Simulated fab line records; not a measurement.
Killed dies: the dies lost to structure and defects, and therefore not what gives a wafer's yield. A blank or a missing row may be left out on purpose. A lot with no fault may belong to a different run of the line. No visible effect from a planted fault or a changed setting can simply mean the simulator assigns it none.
The tool behind it: which one? ; flow n5Finfet ; 22 lots, 66 wafers sampled, at 3 steps of a route of 1938

== WHAT EACH GAUGE READ, for each wafer ==
N5_BEOL_M14_RS_MEAS_54: a four-point-probe measurement. Usual: M14_RS 0.0332 ohm/sq, standard deviation 0.00057.
lot;measured;on;M14_RS (ohm/sq);flag
L074;day 11 01:11;filmMetro-02;0.0327 0.0325 0.0334;
L076;day 11 14:30;filmMetro-01;0.0336 0.0327 0.0328;
L075;day 12 05:17;filmMetro-01;0.0336 0.0327 0.0338;
L077;day 12 10:56;filmMetro-02;0.0325 0.0320 0.0328;
L078;day 13 01:09;filmMetro-02;0.0334 0.0321 0.0333;
L079;day 13 06:57;filmMetro-01;0.0323 0.0344 0.0337;
L080;day 13 11:34;filmMetro-01;0.0332 0.0334 0.0333;
L083;day 13 21:02;filmMetro-01;0.0330 0.0327 0.0331;
L081;day 14 06:31;filmMetro-02;0.0324 0.0328 0.0327;
L082;day 14 07:10;filmMetro-02;0.0327 0.0337 0.0337;
L084;day 14 10:46;filmMetro-02;0.0333 0.0330 0.0328;
L085;day 14 22:35;filmMetro-01;0.0334 0.0332 0.0326;
L086;day 15 02:55;filmMetro-01;0.0333 0.0335 0.0332;
L089;day 15 05:53;filmMetro-01;0.0333 0.0334 0.0327;
L087;day 15 08:09;filmMetro-01;0.0336 0.0341 0.0335;
L088;day 15 12:12;filmMetro-01;0.0327 0.0332 0.0336;
L092;day 16 01:59;filmMetro-02;0.0338 0.0324 0.0344;
L093;day 16 02:07;filmMetro-02;0.0334 0.0329 0.0332;
L091;day 16 08:04;filmMetro-02;0.0329 0.0328 0.0330;
L095;day 17 05:49;filmMetro-02;0.0339 0.0335 0.0336;
L097;day 17 20:16;filmMetro-02;0.0338 0.0338 0.0337;
L096;day 18 11:35;filmMetro-02;0.0323 0.0336 0.0327;

== TOOL THAT RAN EACH LOT (tool first, then ch and the chambers of the sampled wafers, then the start) ==
lot;N5_BEOL_M14_STRIP_63;N5_BEOL_M14_DEGAS_41
L074;rieDiel-01 ch 0,1,2, day 10 23:29 or earlier;pvdSputter-02, day 10 23:29
L076;rieDiel-02 ch 2,3, day 11 13:14 or earlier;pvdSputter-02, day 11 13:14
L075;rieDiel-02 ch 1,2,3, day 12 03:44 or earlier;pvdSputter-03, day 12 03:44
L077;rieDiel-04 ch 1,2,3, day 12 09:07 or earlier;pvdSputter-03, day 12 09:07
L078;rieDiel-02 ch 0,1,3, day 12 23:51 or earlier;pvdSputter-01, day 12 23:51
L079;rieDiel-01 ch 0,2, day 13 05:40 or earlier;pvdSputter-02, day 13 05:40
L080;rieDiel-04 ch 0,1,2, day 13 10:07 or earlier;pvdSputter-03, day 13 10:07
L083;rieDiel-01 ch 0,1,2, day 13 19:45 or earlier;pvdSputter-03, day 13 19:45
L081;rieDiel-04 ch 0,2,3, day 14 05:14 or earlier;pvdSputter-03, day 14 05:14
L082;rieDiel-02 ch 0,1,3, day 14 05:54 or earlier;pvdSputter-03, day 14 05:54
L084;rieDiel-04 ch 1,2,3, day 14 09:28 or earlier;pvdSputter-01, day 14 09:28
L085;rieDiel-04 ch 0,1,3, day 14 21:19 or earlier;pvdSputter-01, day 14 21:19
L086;rieDiel-02 ch 0,3, day 15 01:38 or earlier;pvdSputter-03, day 15 01:38
L089;rieDiel-04 ch 0,1,2, day 15 04:37 or earlier;pvdSputter-03, day 15 04:37
L087;rieDiel-02 ch 2,3, day 15 06:53 or earlier;pvdSputter-02, day 15 06:53
L088;rieDiel-02 ch 2,3, day 15 10:56 or earlier;pvdSputter-01, day 15 10:56
L092;rieDiel-04 ch 0,1,3, day 16 00:43 or earlier;pvdSputter-01, day 16 00:43
L093;rieDiel-01 ch 0,3, day 16 00:50 or earlier;pvdSputter-03, day 16 00:50
L091;rieDiel-01 ch 1,3, day 16 06:37 or earlier;pvdSputter-01, day 16 06:37
L095;rieDiel-04 ch 0,2, day 17 04:32 or earlier;pvdSputter-02, day 17 04:32
L097;rieDiel-02 ch 0,1, day 17 18:58 or earlier;pvdSputter-03, day 17 18:58
L096;rieDiel-02 ch 0,1,3, day 18 09:40 or earlier;pvdSputter-02, day 18 09:40
- N5_BEOL_M14_STRIP_63: strips in O2.
- N5_BEOL_M14_DEGAS_41: time 60 s.

== WHAT THE TOOLS THEMSELVES READ (means of the sampled wafers that have a number; where no wafer has one, the mark that the record gives instead) ==
N5_BEOL_M14_STRIP_63. Usual: drypumpMotorCurrentA 5.5 A, standard deviation 0.38; oesProductAu 0.81 a.u., standard deviation 0.082; rfVppV 3.6 V, standard deviation 0.84; showerheadPlenumPTorr 2.11 Torr, standard deviation 0.053; throttleValvePct 16.68 %, standard deviation 0.17.
lot;tool;drypumpMotorCurrentA (A);oesProductAu (a.u.);rfVppV (V);showerheadPlenumPTorr (Torr);throttleValvePct (%);flag
L074;rieDiel-01;5.8;0.79;3.0;2.19;16.56;
L076;rieDiel-02;5.4;0.71;3.8;2.11;16.68;
L075;rieDiel-02;5.1;0.74;3.7;2.12;16.77;
L077;rieDiel-04;5.5;0.83;2.9;2.09;16.69;
L078;rieDiel-02;5.2;0.82;4.1;2.13;16.78;
L079;rieDiel-01;5.8;0.82;3.6;2.21;16.49;
L080;rieDiel-04;5.5;0.87;3.5;2.07;16.63;
L083;rieDiel-01;5.8;0.87;3.9;2.18;16.44;
L081;rieDiel-04;5.6;0.84;3.5;2.10;16.68;
L082;rieDiel-02;5.1;0.80;3.9;2.13;16.81;
L084;rieDiel-04;5.5;0.81;3.3;2.09;16.72;
L085;rieDiel-04;5.6;0.85;4.2;2.07;16.62;
L086;rieDiel-02;5.5;0.84;3.0;2.14;16.75;
L089;rieDiel-04;5.5;0.85;4.0;2.07;16.64;
L087;rieDiel-02;5.4;0.68;3.4;2.10;16.74;
L088;rieDiel-02;5.2;0.68;3.2;2.12;16.73;
L092;rieDiel-04;5.6;0.83;3.8;2.07;16.65;
L093;rieDiel-01;5.4;0.80;4.0;2.14;16.52;
L091;rieDiel-01;5.8;0.88;4.7;2.10;16.41;
L095;rieDiel-04;5.6;0.85;2.7;2.07;16.61;
L097;rieDiel-02;5.4;0.81;3.2;2.12;16.87;
L096;rieDiel-02;5.1;0.87;3.7;2.12;16.72;

N5_BEOL_M14_DEGAS_41. Usual: heaterPowerW at 456 W, with a standard deviation of 45.
lot;tool;heaterPowerW (W);flag
L074;pvdSputter-02;431;
L076;pvdSputter-02;429;
L075;pvdSputter-03;470;
L077;pvdSputter-03;470;
L078;pvdSputter-01;425;
L079;pvdSputter-02;426;
L080;pvdSputter-03;469;
L083;pvdSputter-03;452;
L081;pvdSputter-03;484;
L082;pvdSputter-03;475;
L084;pvdSputter-01;426;
L085;pvdSputter-01;471;
L086;pvdSputter-03;474;
L089;pvdSputter-03;472;
L087;pvdSputter-02;478;
L088;pvdSputter-01;473;
L092;pvdSputter-01;389;
L093;pvdSputter-03;452;
L091;pvdSputter-01;425;
L095;pvdSputter-02;472;
L097;pvdSputter-03;486;
L096;pvdSputter-02;486;

== THE ANSWER, worked out from the rows above alone ==
Rule: lot off if the mean of its wafers having a number is beyond 3 standard deviations from the usual mean. Also off: a lot with no number at a reading for which 4 or more lots have one. The other lots that the step has rows for count as sound. First the gauges in route order, then the tools' own readings, where a lot's mean is used as printed above. At the first step where some lot is off, the reading lying furthest off is the one used; lots without a number count as furthest.
None of the lots is off at any reading shown; this tells nothing.

== WHAT THE SIMULATOR HAD INSERTED ==
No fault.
